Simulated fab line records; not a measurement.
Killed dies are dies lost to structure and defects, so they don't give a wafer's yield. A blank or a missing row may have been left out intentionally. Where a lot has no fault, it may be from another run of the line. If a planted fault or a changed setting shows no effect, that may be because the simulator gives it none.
Chamber matching -- flow n5 finfet -- N5_MOL_CONTACT_COAG_ETCHBACK_132 on rie diel-05: 4 sister chambers
The step etches SiO2 in CHF3, target depth 10 nm, time 6.7 s. 16 wafers are shown with their chamber, then 8 later ones without.

== WAFERS, EACH WITH ITS CHAMBER ==
wafer,chamber,drypump motor current A (A),showerhead plenum p Torr (Torr),rf vpp V (V)
L074.2,0,5.4,2.47,533
L074.4,3,6.5,2.28,530
L074.5,3,6.5,2.28,530
L077.2,1,5.6,2.45,545
L077.4,3,6.5,2.28,530
L077.6,1,5.7,2.45,546
L081.1,1,5.6,2.44,545
L081.4,1,5.6,2.44,546
L081.6,0,5.4,2.46,533
L082.2,3,6.5,2.27,530
L082.5,0,5.4,2.46,534
L082.6,3,6.5,2.27,529
L091.2,0,5.4,2.45,534
L091.3,2,5.2,2.45,544
L091.6,1,5.6,2.43,544
L092.2,0,5.4,2.45,535

SIGNATURES (means of the wafers above)
reading,chamber 0,chamber 1,chamber 2,chamber 3,scatter within a chamber
drypump motor current A,5.400,5.620,5.200,6.500,0.0258
showerhead plenum p Torr,2.4580,2.4420,2.4500,2.2760,0.00753
rf vpp V,533.80,545.20,544.00,529.80,0.73
Rule: a wafer lies at a distance from a chamber equal to the root of the sum of squares, over the readings, of (its reading less the chamber's mean, divided by the reading's scatter). If the next closest chamber is less than 2 further off than the closest, the wafer can't be placed; otherwise it belongs to the closest. The scatter: take each reading less its chamber's mean, square it, sum over the shown wafers, divide by the number of wafers less the number of chambers, and take the root.

== WAFERS MISSING THEIR CHAMBER ==
wafer,drypump motor current A (A),showerhead plenum p Torr (Torr),rf vpp V (V)
L092.3,6.5,2.56,539
L092.4,5.2,2.45,544
L094.1,6.5,2.55,539
L094.5,5.6,2.43,544
L094.6,5.4,2.45,533
L097.2,5.4,2.45,533
L097.4,6.5,2.55,538
L097.5,5.6,2.43,545

== WHICH CHAMBER EACH WENT THROUGH ==
wafer,from the rows above,in truth
L092.3,can't be placed: 1 or 3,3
L092.4,2,2
L094.1,can't be placed: 1 or 3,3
L094.5,1,1
L094.6,0,0
L097.2,0,0
L097.4,can't be placed: 3 or 1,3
L097.5,1,1
Correct placement for 5 of the 8. From these rows, 3 cannot be placed; in 3 the true chamber is one of the candidates. Wrongly placed: 0.
